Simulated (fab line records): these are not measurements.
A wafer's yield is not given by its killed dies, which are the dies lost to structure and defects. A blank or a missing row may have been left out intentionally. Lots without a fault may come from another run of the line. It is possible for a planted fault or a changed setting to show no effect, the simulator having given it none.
fab line records	flow n5Finfet
[record] lots = 24	wafers = 72	lastDay = 18
route steps=1938 shown BEOL_M15@1785
lots untouched by any fault: they come from a run of this same line in which no faults occurred
startH: hours from the record's opening day to when the first of the lot's shown wafers began	waitH: hours from the lot's prior step to this one	" the same as in the row above	L1.1+2: one row covering several wafers at once	- no value, or no start given	* or withheld: withheld	< > ~ a bound
route shown NAME@n: names a module that has steps shown in the file, with the first one's number in the route	usual: average and standard deviation across the fault-free wafers	same: alike in all rows	chamber/n: place in a boat	sites: per-site readings	_std_site: the values' standard deviation	_edge_site: the outer-site mean with the inner-site mean subtracted	radiusMm: how far each site lies from the wafer's centre	mask NAME#n: copy n	behind: the tool/chamber that last shaped the wafer	hold: the reason the lot was held/the length of the hold in hours/how it ended	device: the transistor (n, p or np) that didn't switch	end of line: at the end of the route, the tests of the same wafers	where a step has no rows: the recipe by itself	killed: count of dies lost to structure and defects at first sort (not the wafer's yield)	map: shows each die of a wafer: x if killed, . if not, _ if none is there
set.NAME: the setting the step ran with; set.NAME@STEP: the setting that earlier step ran with	model.NAME: the simulator's own value behind a step, which no gauge read
steps of the route over a sample of lots; a table a step, a row a wafer
services: when a tool's chamber went out of use (startH, in hours from the record's first day, below 0 if earlier), for how many hours, and the reason
[[steps]]
[step N5_BEOL_M15_INSPECT_12]
[recipe] mode = adi	inspectInstrument = macro
[usual] rawDefectCount = 2.0/1.4
lot.wafer	tool	chamber	startH	waitH	rawDefectCount
L074.2	defectInspect-02	-	254.53	0.0	2
L074.3	"	-	"	"	3
L074.5	"	-	"	"	2
L076.1	defectInspect-01	-	255.38	0.0	4
L076.2	"	-	"	"	1
L076.5	"	-	"	"	3
L075.3	defectInspect-01	-	257.36	0.0	1
L075.5	"	-	"	"	0
L075.6	"	-	"	"	2
L077.3	defectInspect-02	-	263.83	0.0	1
L077.4	"	-	"	"	1
L077.6	"	-	"	"	1
L078.1	defectInspect-02	-	271.83	0.0	0
L078.3	"	-	"	"	5
L078.5	"	-	"	"	0
L079.4	defectInspect-02	-	274.87	0.0	4
L079.5	"	-	"	"	1
L079.6	"	-	"	"	1
L080.2	defectInspect-01	-	283.62	0.0	1
L080.3	"	-	"	"	5
L080.4	"	-	"	"	1
L081.1	defectInspect-01	-	284.71	0.0	3
L081.2	"	-	"	"	1
L081.6	"	-	"	"	3
L083.4	defectInspect-01	-	297.39	0.0	2
L083.5	"	-	"	"	5
L083.6	"	-	"	"	0
L084.4	defectInspect-01	-	300.70	0.0	1
L084.5	"	-	"	"	3
L084.6	"	-	"	"	1
L082.1	defectInspect-02	-	301.54	0.0	1
L082.4	"	-	"	"	3
L082.6	"	-	"	"	2
L085.1	defectInspect-02	-	308.10	0.0	1
L085.4	"	-	"	"	3
L085.5	"	-	"	"	4
L087.2	defectInspect-01	-	323.06	0.0	3
L087.4	"	-	"	"	2
L087.5	"	-	"	"	1
L086.2	defectInspect-01	-	328.17	0.0	1
L086.3	"	-	"	"	3
L086.6	"	-	"	"	2
L088.1	defectInspect-02	-	348.79	0.0	1
L088.2	"	-	"	"	2
L088.4	"	-	"	"	1
L089.2	defectInspect-02	-	349.06	0.0	3
L089.4	"	-	"	"	0
L089.5	"	-	"	"	4
L090.1	defectInspect-01	-	349.36	0.0	3
L090.4	"	-	"	"	2
L090.5	"	-	"	"	1
L091.2	defectInspect-02	-	360.14	0.0	3
L091.3	"	-	"	"	0
L091.5	"	-	"	"	2
L093.1	defectInspect-02	-	363.54	0.0	3
L093.2	"	-	"	"	3
L093.3	"	-	"	"	0
L094.2	defectInspect-01	-	364.03	0.0	3
L094.4	"	-	"	"	0
L094.5	"	-	"	"	2
L092.2	defectInspect-01	-	369.64	0.0	1
L092.4	"	-	"	"	4
L092.6	"	-	"	"	3
L095.2	defectInspect-02	-	380.36	0.0	0
L095.3	"	-	"	"	0
L095.4	"	-	"	"	0
L096.2	defectInspect-02	-	390.57	0.0	1
L096.3	"	-	"	"	2
L096.6	"	-	"	"	5
L097.2	defectInspect-01	-	404.55	0.0	3
L097.4	"	-	"	"	2
L097.6	"	-	"	"	0
[step N5_BEOL_M15_STRIP_64]
[recipe] chemistry = O2	powerW = 600	tempC = 60	pressureMtorr = 30	rfFrequencyHz = 6e+07	biasPowerW = 0	overashFraction = 0.3	o2FlowSccm = 225
[usual] drypumpMotorCurrentA = 5.9/0.43	oesProductAu = 0.80/0.1	rfVppV = 3.7/0.47	showerheadPlenumPTorr = 2.12/0.087	throttleValvePct = 16.6/0.36
lot.wafer	tool	chamber	startH	waitH	drypumpMotorCurrentA	oesProductAu	rfHoursCounterH	rfVppV	showerheadPlenumPTorr	throttleValvePct
L074.2	rieDiel-06	0	-	-	6.8	0.68	214	3.7	2.17	16.9
L074.3	"	2	"	"	6.1	0.70	209	4.4	2.01	17.3
L074.5	"	1	"	"	6.5	0.87	-	3.3	2.06	16.5
L076.1	rieDiel-01	3	-	-	6.0	0.65	246	3.9	1.98	16.7
L076.2	"	1	"	"	5.5	0.71	212	3.7	2.19	17.1
L076.5	"	0	"	"	5.6	0.84	-	3.0	2.11	16.1
L075.3	rieDiel-06	0	-	-	6.8	0.68	216	3.6	2.17	16.9
L075.5	"	3	"	"	5.8	0.86	-	3.8	2.06	16.6
L075.6	"	2	"	"	6.1	0.70	-	3.0	2.01	17.3
L077.3	rieDiel-01	2	-	-	5.4	0.71	239	3.5	1.95	16.6
L077.4	"	3	"	"	6.0	0.64	249	2.6	1.98	16.8
L077.6	"	2	"	"	5.5	0.71	-	3.9	1.95	16.6
L078.1	rieDiel-06	1	-	-	6.5	0.86	63	3.7	2.06	16.5
L078.3	"	2	"	"	6.1	0.69	214	3.4	2.01	17.3
L078.5	"	3	"	"	5.8	0.85	-	3.8	2.06	16.6
L079.4	rieDiel-01	2	-	-	5.4	0.70	-	3.5	1.95	16.6
L079.5	"	1	"	"	5.5	0.71	-	4.1	2.19	17.1
L079.6	"	0	"	"	5.6	0.83	-	4.2	2.11	16.1
L080.2	rieDiel-01	2	-	-	5.4	0.70	247	3.1	1.95	16.6
L080.3	"	1	"	"	5.5	0.69	224	3.9	2.19	17.1
L080.4	"	0	"	"	5.6	0.82	-	3.8	2.11	16.1
L081.1	rieDiel-01	2	-	-	5.4	0.70	248	3.8	1.95	16.6
L081.2	"	0	"	"	5.7	0.83	66	4.2	2.11	16.1
L081.6	"	0	"	"	5.6	0.82	-	4.1	2.11	16.1
L083.4	rieDiel-06	1	-	-	6.5	0.85	70	3.3	2.06	16.5
L083.5	"	3	"	"	5.8	0.85	-	4.1	2.05	16.6
L083.6	"	0	"	"	6.8	0.67	-	3.8	2.17	16.9
L084.4	rieDiel-06	2	-	-	6.1	0.69	223	4.5	2.01	17.3
L084.5	"	0	"	"	6.8	0.68	-	2.9	2.17	16.9
L084.6	"	1	"	"	6.5	0.84	-	4.0	2.06	16.5
L082.1	rieDiel-01	3	-	-	6.1	0.95	6	4.5	2.24	16.3
L082.4	"	1	"	"	5.5	0.70	-	3.8	2.19	17.1
L082.6	"	0	"	"	5.7	0.82	-	3.6	2.10	16.1
L085.1	rieDiel-06	0	-	-	6.8	0.67	231	2.8	2.17	16.9
L085.4	"	0	"	"	6.8	0.67	-	4.0	2.17	16.9
L085.5	"	3	"	"	5.7	0.84	-	3.2	2.05	16.6
L087.2	rieDiel-02	1	-	-	5.8	0.81	73	4.9	2.22	16.3
L087.4	"	2	"	"	5.1	0.77	123	3.1	2.10	16.8
L087.5	"	2	"	"	5.1	0.78	-	3.3	2.10	16.7
L086.2	rieDiel-01	0	-	-	5.6	0.80	81	3.0	2.10	16.1
L086.3	"	2	"	"	5.4	1.01	2	3.5	2.21	16.1
L086.6	"	3	"	"	6.0	0.92	-	3.1	2.24	16.3
L088.1	rieDiel-06	3	-	-	5.8	0.84	82	3.4	2.05	16.7
L088.2	"	1	"	"	6.5	0.83	85	3.4	2.05	16.6
L088.4	"	2	"	"	6.1	0.68	233	3.9	2.00	17.3
L089.2	rieDiel-02	1	-	-	5.7	0.80	81	2.7	2.22	16.4
L089.4	"	3	"	"	6.1	0.96	10	4.0	2.25	16.5
L089.5	"	3	"	"	6.2	0.96	-	2.6	2.25	16.5
L090.1	rieDiel-01	0	-	-	5.7	0.79	88	4.0	2.10	16.1
L090.4	"	3	"	"	6.0	0.89	21	3.9	2.24	16.3
L090.5	"	3	"	"	6.0	0.89	-	3.4	2.24	16.3
L091.2	rieDiel-02	1	-	-	5.7	0.80	84	3.7	2.22	16.4
L091.3	"	2	"	"	5.1	0.75	134	3.5	2.10	16.7
L091.5	"	0	"	"	5.8	0.67	-	3.8	2.17	16.9
L093.1	rieDiel-06	0	-	-	6.8	0.65	247	3.9	2.16	17.0
L093.2	"	3	"	"	5.7	0.83	88	3.6	2.05	16.7
L093.3	"	1	"	"	6.5	0.84	89	3.8	2.05	16.6
L094.2	rieDiel-01	2	-	-	5.4	0.97	13	3.3	2.20	16.1
L094.4	"	0	"	"	5.6	0.78	92	4.2	2.10	16.1
L094.5	"	3	"	"	6.0	0.89	-	3.7	2.24	16.3
L092.2	rieDiel-02	1	-	-	5.8	0.79	86	3.0	2.22	16.4
L092.4	"	3	"	"	6.2	0.94	17	4.2	2.24	16.5
L092.6	"	0	"	"	5.8	0.66	-	3.5	2.17	16.9
L095.2	rieDiel-01	3	-	-	6.0	0.88	32	3.7	2.23	16.3
L095.3	"	2	"	"	5.4	0.94	19	3.5	2.20	16.1
L095.4	"	3	"	"	6.1	0.89	-	2.8	2.23	16.3
L096.2	rieDiel-01	1	-	-	5.5	1.02	1	4.0	2.18	16.7
L096.3	"	3	"	"	6.0	0.87	35	3.8	2.23	16.3
L096.6	"	0	"	"	5.6	0.79	-	3.5	2.09	16.2
L097.2	rieDiel-01	3	-	-	6.0	0.86	40	4.7	2.23	16.3
L097.4	"	1	"	"	5.5	1.00	5	2.8	2.18	16.7
L097.6	"	1	"	"	5.5	1.00	-	4.4	2.18	16.7
[step N5_BEOL_M15_CD_MEAS_17]
[recipe] targetCdNm = 360	polarity = opening
[usual] cdNm = 361.4/2.4
lot.wafer	tool	chamber	startH	waitH	cdNm
L074.2	cdSem-03	-	255.06	0.0	359.4
L074.3	"	-	"	"	360.3
L074.5	"	-	"	"	358.7
L076.1	cdSem-03	-	256.25	0.0	365.2
L076.2	"	-	"	"	361.9
L076.5	"	-	"	"	365.5
L075.3	cdSem-03	-	258.06	0.0	359.5
L075.5	"	-	"	"	361.9
L075.6	"	-	"	"	359.2
L077.3	cdSem-03	-	264.56	0.0	361.4
L077.4	"	-	"	"	359.0
L077.6	"	-	"	"	361.6
L078.1	cdSem-02	-	272.36	0.0	363.2
L078.3	"	-	"	"	361.9
L078.5	"	-	"	"	366.1
L079.4	cdSem-03	-	275.41	0.0	360.7
L079.5	"	-	"	"	361.0
L079.6	"	-	"	"	357.8
L080.2	cdSem-03	-	284.15	0.0	363.9
L080.3	"	-	"	"	359.6
L080.4	"	-	"	"	363.0
L081.1	cdSem-02	-	285.24	0.0	362.8
L081.2	"	-	"	"	359.6
L081.6	"	-	"	"	360.5
L083.4	cdSem-01	-	297.92	0.0	364.1
L083.5	"	-	"	"	360.0
L083.6	"	-	"	"	361.7
L084.4	cdSem-02	-	301.23	0.0	358.2
L084.5	"	-	"	"	362.9
L084.6	"	-	"	"	360.2
L082.1	cdSem-02	-	302.09	0.0	358.0
L082.4	"	-	"	"	356.3
L082.6	"	-	"	"	361.2
L085.1	cdSem-03	-	308.78	0.0	362.5
L085.4	"	-	"	"	362.1
L085.5	"	-	"	"	362.2
L087.2	cdSem-03	-	323.59	0.0	356.7
L087.4	"	-	"	"	363.2
L087.5	"	-	"	"	362.0
L086.2	cdSem-03	-	328.70	0.0	360.4
L086.3	"	-	"	"	361.8
L086.6	"	-	"	"	363.6
L088.1	cdSem-03	-	349.33	0.0	362.8
L088.2	"	-	"	"	366.0
L088.4	"	-	"	"	359.7
L089.2	cdSem-02	-	349.59	0.0	355.7
L089.4	"	-	"	"	360.0
L089.5	"	-	"	"	358.4
L090.1	cdSem-02	-	350.54	0.0	363.4
L090.4	"	-	"	"	360.7
L090.5	"	-	"	"	361.5
L091.2	cdSem-01	-	360.88	0.0	357.3
L091.3	"	-	"	"	364.8
L091.5	"	-	"	"	361.9
L093.1	cdSem-02	-	364.07	0.0	360.7
L093.2	"	-	"	"	364.8
L093.3	"	-	"	"	361.4
L094.2	cdSem-01	-	364.57	0.0	365.0
L094.4	"	-	"	"	362.8
L094.5	"	-	"	"	365.5
L092.2	cdSem-03	-	370.42	0.0	358.9
L092.4	"	-	"	"	358.1
L092.6	"	-	"	"	363.2
L095.2	cdSem-03	-	380.89	0.0	359.0
L095.3	"	-	"	"	360.2
L095.4	"	-	"	"	359.8
L096.2	cdSem-01	-	391.10	0.0	365.2
L096.3	"	-	"	"	363.4
L096.6	"	-	"	"	363.1
L097.2	cdSem-02	-	405.09	0.0	358.7
L097.4	"	-	"	"	362.4
L097.6	"	-	"	"	357.9
[step N5_BEOL_M15_OVL_MEAS_29]
[recipe] pointsPerWafer = 44
[usual] M15_OVL = -1/5.8
lot.wafer	tool	chamber	startH	waitH	M15_OVL[nm]
L074.2	overlay-02	0	256.05	0.0	-7
L074.3	"	0	"	"	3
L074.5	"	0	"	"	-1
L076.1	overlay-02	0	257.16	0.0	2
L076.2	"	0	"	"	6
L076.5	"	0	"	"	5
L075.3	overlay-02	0	258.97	0.0	-17
L075.5	"	0	"	"	-5
L075.6	"	0	"	"	-11
L077.3	overlay-01	0	265.62	0.0	-2
L077.4	"	0	"	"	7
L077.6	"	0	"	"	9
L078.1	overlay-02	0	273.41	0.0	-1
L078.3	"	0	"	"	3
L078.5	"	0	"	"	-1
L079.4	overlay-02	0	276.31	0.0	0
L079.5	"	0	"	"	-1
L079.6	"	0	"	"	-9
L080.2	overlay-01	0	285.06	0.0	-4
L080.3	"	0	"	"	-7
L080.4	"	0	"	"	-2
L081.1	overlay-02	0	286.14	0.0	-3
L081.2	"	0	"	"	8
L081.6	"	0	"	"	5
L083.4	overlay-02	0	299.09	0.0	-8
L083.5	"	0	"	"	1
L083.6	"	0	"	"	-6
L084.4	overlay-02	0	302.27	0.0	5
L084.5	"	0	"	"	-6
L084.6	"	0	"	"	1
L082.1	overlay-02	0	303.12	0.0	10
L082.4	"	0	"	"	0
L082.6	"	0	"	"	5
L085.1	overlay-01	0	309.85	0.0	9
L085.4	"	0	"	"	7
L085.5	"	0	"	"	7
L087.2	overlay-02	0	324.62	0.0	-1
L087.4	"	0	"	"	3
L087.5	"	0	"	"	3
L086.2	overlay-01	0	329.73	0.0	-8
L086.3	"	0	"	"	-5
L086.6	"	0	"	"	-12
L088.1	overlay-02	0	350.48	0.0	-8
L088.2	"	0	"	"	6
L088.4	"	0	"	"	1
L089.2	overlay-01	0	350.92	0.0	2
L089.4	"	0	"	"	0
L089.5	"	0	"	"	-4
L090.1	overlay-02	0	351.50	0.0	-6
L090.4	"	0	"	"	-1
L090.5	"	0	"	"	0
L091.2	overlay-02	0	361.88	0.0	-6
L091.3	"	0	"	"	-1
L091.5	"	0	"	"	-1
L093.1	overlay-02	0	364.98	0.0	1
L093.2	"	0	"	"	-3
L093.3	"	0	"	"	1
L094.2	overlay-01	0	365.89	0.0	3
L094.4	"	0	"	"	0
L094.5	"	0	"	"	-3
L092.2	overlay-02	0	371.34	0.0	10
L092.4	"	0	"	"	4
L092.6	"	0	"	"	7
L095.2	overlay-02	0	381.92	0.0	-5
L095.3	"	0	"	"	5
L095.4	"	0	"	"	-5
L096.2	overlay-02	0	392.36	0.0	5
L096.3	"	0	"	"	-4
L096.6	"	0	"	"	0
L097.2	overlay-01	0	405.99	0.0	0
L097.4	"	0	"	"	-5
L097.6	"	0	"	"	-3
[step N5_BEOL_M15_ETCH_38]
[recipe] chemistry = CF4/N2	target = SiCN	targetDepthA = 1064	taperDeg = 2	timeS = 120.5	ionEnergyEv = 150	maskMaterial = SiO2	pressureMtorr = 40	sourceW = 430	biasW = 70	Ar_flow_sccm = 100	cf4FlowSccm = 60	n2FlowSccm = 60
[usual] drypumpMotorCurrentA = 5.9/0.42	n2FlowSccm = 59.98/0.17	oesProductAu = 0.78/0.1	rfFwdPowerW = 428.6/1.3	rfVppV = 382.9/2.5	showerheadPlenumPTorr = 2.23/0.086	throttleValvePct = 15.4/0.3
lot.wafer	tool	chamber	startH	waitH	drypumpMotorCurrentA	n2FlowSccm	oesProductAu	rfFwdPowerW	rfHoursCounterH	rfVppV	showerheadPlenumPTorr	throttleValvePct
L074.2	rieDiel-02	2	-	-	5.1	59.98	0.76	428.9	102	382.5	2.22	15.4
L074.3	"	0	"	"	5.8	59.87	0.66	428.6	211	383.6	2.25	15.4
L074.5	"	1	"	"	5.8	60.17	0.85	428.6	-	385.5	2.33	15.0
L076.1	rieDiel-06	1	-	-	6.5	59.74	0.85	431.7	59	381.4	2.16	15.2
L076.2	"	3	"	"	5.7	59.97	0.83	428.9	57	380.9	2.15	15.3
L076.5	"	2	"	"	6.2	59.92	0.67	430.1	-	379.9	2.10	15.9
L075.3	rieDiel-01	0	-	-	5.6	59.90	0.85	427.7	57	382.2	2.23	15.0
L075.5	"	0	"	"	5.7	59.82	0.85	428.7	-	383.4	2.23	14.9
L075.6	"	3	"	"	6.0	59.64	0.64	428.4	-	379.7	2.08	15.5
L077.3	rieDiel-01	0	-	-	5.6	59.92	0.84	430.1	60	384.5	2.23	14.9
L077.4	"	2	"	"	5.4	59.92	0.70	428.1	-	376.3	2.09	15.5
L077.6	"	0	"	"	5.6	59.78	0.85	427.8	-	381.6	2.23	15.0
L078.1	rieDiel-02	2	-	-	5.1	60.04	0.75	428.8	108	382.2	2.21	15.5
L078.3	"	3	"	"	6.2	59.72	0.69	430.8	245	378.3	2.10	15.8
L078.5	"	3	"	"	6.2	59.92	0.68	429.1	-	378.4	2.10	15.8
L079.4	rieDiel-01	1	-	-	5.5	60.16	0.69	429.7	-	384.9	2.27	15.7
L079.5	"	0	"	"	5.6	60.00	0.84	427.8	-	382.5	2.23	15.0
L079.6	"	2	"	"	5.4	59.64	0.69	431.0	-	378.4	2.09	15.5
L080.2	rieDiel-01	1	-	-	5.5	59.79	0.71	429.3	225	385.2	2.27	15.7
L080.3	"	0	"	"	5.6	59.87	0.84	429.6	67	384.7	2.23	15.0
L080.4	"	3	"	"	6.0	60.23	0.97	429.5	1	385.9	2.35	15.0
L081.1	rieDiel-06	2	-	-	6.1	60.10	0.67	430.6	219	381.0	2.09	15.9
L081.2	"	3	"	"	5.7	60.08	0.82	429.5	65	381.1	2.15	15.3
L081.6	"	2	"	"	6.1	60.06	0.67	430.1	-	379.4	2.09	15.9
L083.4	rieDiel-01	3	-	-	6.0	59.97	0.93	429.6	-	385.1	2.34	15.0
L083.5	"	1	"	"	5.6	60.04	0.69	425.1	-	383.6	2.26	15.7
L083.6	"	0	"	"	5.6	60.40	0.83	428.9	-	382.1	2.23	15.0
L084.4	rieDiel-06	0	-	-	6.8	60.12	0.67	430.2	229	384.2	2.25	15.5
L084.5	"	3	"	"	5.8	59.81	0.82	429.7	-	378.8	2.15	15.3
L084.6	"	0	"	"	6.8	60.07	0.66	429.8	-	384.8	2.25	15.6
L082.1	rieDiel-01	1	-	-	5.5	59.78	0.70	428.4	231	384.3	2.26	15.7
L082.4	"	3	"	"	6.0	60.02	0.94	429.1	-	386.6	2.34	15.0
L082.6	"	0	"	"	5.6	59.97	0.83	428.4	-	381.7	2.23	15.0
L085.1	rieDiel-01	1	-	-	5.5	59.86	0.69	428.3	234	384.4	2.26	15.7
L085.4	"	0	"	"	5.7	59.93	0.82	428.3	-	383.2	2.23	15.0
L085.5	"	1	"	"	5.5	59.99	0.69	429.0	-	384.3	2.26	15.7
L087.2	rieDiel-02	1	-	-	5.7	59.98	0.81	427.5	74	385.3	2.32	15.1
L087.4	"	2	"	"	5.1	60.19	0.74	427.8	123	383.6	2.21	15.5
L087.5	"	0	"	"	5.8	59.78	0.64	427.7	-	383.4	2.24	15.5
L086.2	rieDiel-06	1	-	-	6.5	59.91	0.84	429.9	80	381.4	2.15	15.2
L086.3	"	0	"	"	6.8	59.99	0.66	426.0	237	384.3	2.25	15.6
L086.6	"	1	"	"	6.5	59.91	0.82	428.2	-	379.6	2.15	15.2
L088.1	rieDiel-01	0	-	-	5.6	60.02	0.80	427.2	89	382.5	2.22	15.0
L088.2	"	2	"	"	5.4	59.88	0.96	427.8	10	386.4	2.35	15.0
L088.4	"	3	"	"	6.0	59.90	0.89	430.0	22	385.7	2.34	15.0
L089.2	rieDiel-06	2	-	-	6.1	59.94	0.67	429.1	235	379.6	2.09	16.0
L089.4	"	3	"	"	5.7	59.93	0.80	427.5	85	380.8	2.14	15.3
L089.5	"	0	"	"	6.8	59.94	0.65	430.1	-	383.0	2.25	15.6
L090.1	rieDiel-06	2	-	-	6.1	60.02	0.67	426.6	235	378.7	2.09	16.0
L090.4	"	0	"	"	6.8	60.19	0.66	429.6	244	385.3	2.25	15.6
L090.5	"	2	"	"	6.1	60.31	0.67	425.9	-	378.9	2.09	16.0
L091.2	rieDiel-02	1	-	-	5.8	60.08	0.80	428.6	85	386.6	2.31	15.1
L091.3	"	0	"	"	5.8	60.12	0.64	429.7	244	384.4	2.24	15.5
L091.5	"	0	"	"	5.8	60.18	0.64	426.7	-	384.4	2.24	15.5
L093.1	rieDiel-01	2	-	-	5.5	59.98	0.94	429.3	14	386.6	2.35	15.0
L093.2	"	0	"	"	5.6	60.08	0.79	428.9	94	383.9	2.22	15.0
L093.3	"	3	"	"	6.1	60.46	0.87	429.1	27	385.6	2.34	15.1
L094.2	rieDiel-02	2	-	-	5.1	60.01	0.72	427.2	135	383.1	2.20	15.5
L094.4	"	0	"	"	5.8	59.96	0.64	427.2	245	383.5	2.24	15.5
L094.5	"	3	"	"	6.2	60.33	0.94	427.8	-	385.0	2.35	15.3
L092.2	rieDiel-02	2	-	-	5.1	59.79	0.72	429.2	137	383.0	2.20	15.5
L092.4	"	3	"	"	6.2	59.85	0.95	427.7	17	384.2	2.35	15.3
L092.6	"	2	"	"	5.1	59.87	0.73	427.4	-	383.6	2.20	15.5
L095.2	rieDiel-06	1	-	-	6.5	59.81	0.82	428.0	95	380.4	2.14	15.3
L095.3	"	2	"	"	6.1	59.79	0.65	427.3	245	378.2	2.09	16.0
L095.4	"	2	"	"	6.1	60.22	0.66	428.2	-	378.5	2.08	16.0
L096.2	rieDiel-02	3	-	-	6.2	59.98	0.93	429.8	22	385.5	2.35	15.3
L096.3	"	2	"	"	5.1	60.07	0.72	427.4	143	383.4	2.20	15.5
L096.6	"	1	"	"	5.7	59.88	0.79	430.4	-	384.2	2.31	15.1
L097.2	rieDiel-02	1	-	-	5.8	60.17	0.79	428.6	100	385.4	2.31	15.1
L097.4	"	2	"	"	5.1	60.18	0.72	428.3	150	382.0	2.20	15.5
L097.6	"	3	"	"	6.2	59.89	0.92	427.1	-	384.4	2.35	15.3
[step N5_BEOL_M15_ANNEAL_48]
[recipe] tempC = 225	timeS = 90	ambient = N2
[usual] wafer_temp_C_max = 226.03/0.27
lot.wafer	tool	chamber	startH	waitH	wafer_temp_C_max
L074.2	rtpAnneal-01	0	259.16	0.2	225.88
L074.3	"	0	"	"	225.96
L074.5	"	0	"	"	225.59
L076.1	rtpAnneal-02	0	262.03	0.4	225.91
L076.2	"	0	"	"	226.03
L076.5	"	0	"	"	226.06
L075.3	rtpAnneal-02	0	262.39	0.3	225.89
L075.5	"	0	"	"	225.82
L075.6	"	0	"	"	225.67
L077.3	rtpAnneal-02	0	271.26	0.2	225.91
L077.4	"	0	"	"	225.80
L077.6	"	0	"	"	225.84
L078.1	rtpAnneal-01	0	277.05	0.6	226.41
L078.3	"	0	"	"	226.12
L078.5	"	0	"	"	225.74
L079.4	rtpAnneal-02	0	279.13	1.5	226.40
L079.5	"	0	"	"	226.39
L079.6	"	0	"	"	225.85
L080.2	rtpAnneal-01	0	287.93	0.5	226.03
L080.3	"	0	"	"	225.92
L080.4	"	0	"	"	225.79
L081.1	rtpAnneal-01	0	288.15	0.6	225.80
L081.2	"	0	"	"	225.88
L081.6	"	0	"	"	226.05
L083.4	rtpAnneal-02	0	302.64	0.2	225.98
L083.5	"	0	"	"	226.10
L083.6	"	0	"	"	226.42
L084.4	rtpAnneal-01	0	305.57	0.3	225.36
L084.5	"	0	"	"	225.70
L084.6	"	0	"	"	225.91
L082.1	rtpAnneal-01	0	306.24	0.8	225.75
L082.4	"	0	"	"	225.44
L082.6	"	0	"	"	225.89
L085.1	rtpAnneal-01	0	312.88	0.2	225.99
L085.4	"	0	"	"	226.13
L085.5	"	0	"	"	226.16
L087.2	rtpAnneal-01	0	327.21	0.3	226.06
L087.4	"	0	"	"	225.88
L087.5	"	0	"	"	226.50
L086.2	rtpAnneal-02	0	332.75	0.2	225.97
L086.3	"	0	"	"	226.72
L086.6	"	0	"	"	226.17
L088.1	rtpAnneal-02	0	354.58	0.2	226.16
L088.2	"	0	"	"	226.27
L088.4	"	0	"	"	226.37
L089.2	rtpAnneal-02	0	354.89	0.4	226.01
L089.4	"	0	"	"	225.75
L089.5	"	0	"	"	226.36
L090.1	rtpAnneal-02	0	355.39	0.5	226.38
L090.4	"	0	"	"	226.45
L090.5	"	0	"	"	225.80
L091.2	rtpAnneal-02	0	367.71	0.2	226.40
L091.3	"	0	"	"	226.23
L091.5	"	0	"	"	226.51
L093.1	rtpAnneal-02	0	368.01	0.2	226.67
L093.2	"	0	"	"	226.14
L093.3	"	0	"	"	226.34
L094.2	rtpAnneal-01	0	370.30	0.2	225.81
L094.4	"	0	"	"	225.78
L094.5	"	0	"	"	226.08
L092.2	rtpAnneal-02	0	377.22	0.2	226.13
L092.4	"	0	"	"	225.62
L092.6	"	0	"	"	226.14
L095.2	rtpAnneal-01	0	387.87	0.2	226.07
L095.3	"	0	"	"	225.81
L095.4	"	0	"	"	226.18
L096.2	rtpAnneal-01	0	394.61	0.6	225.73
L096.3	"	0	"	"	225.90
L096.6	"	0	"	"	225.97
L097.2	rtpAnneal-01	0	414.24	0.2	225.89
L097.4	"	0	"	"	225.39
L097.6	"	0	"	"	225.78
[[services]]
tool	chamber	startH	hours	kind
rieDiel-01	3	268.96	-	clean
rieDiel-01	3	268.96	-	consumableReplace:focusRing
rieDiel-01	3	268.96	-	consumableReplace:showerhead
rieDiel-01	3	268.96	16.1	scheduledDown
rieDiel-01	3	268.96	16.1	ventCycle
rieDiel-01	2	294.63	-	clean
rieDiel-01	2	294.63	-	consumableReplace:focusRing
rieDiel-01	2	294.63	-	consumableReplace:showerhead
rieDiel-01	2	294.63	22.6	scheduledDown
rieDiel-01	2	294.63	22.6	ventCycle
rieDiel-06	2	307.54	9.9	repair
rieDiel-06	3	329.67	5.2	repair
rieDiel-06	2	339.05	4.8	repair
rieDiel-01	1	366.47	-	clean
rieDiel-01	1	366.47	-	consumableReplace:focusRing
rieDiel-01	1	366.47	22.4	scheduledDown
rieDiel-01	1	366.47	22.4	ventCycle
rieDiel-06	0	376.32	-	clean
rieDiel-06	0	376.32	-	consumableReplace:focusRing
rieDiel-06	0	376.32	16.9	scheduledDown
rieDiel-06	0	376.32	16.9	ventCycle
rieDiel-02	3	386.72	2.1	repair
rieDiel-06	2	405.26	-	clean
rieDiel-06	2	405.26	-	consumableReplace:focusRing
[[key]]
fault none
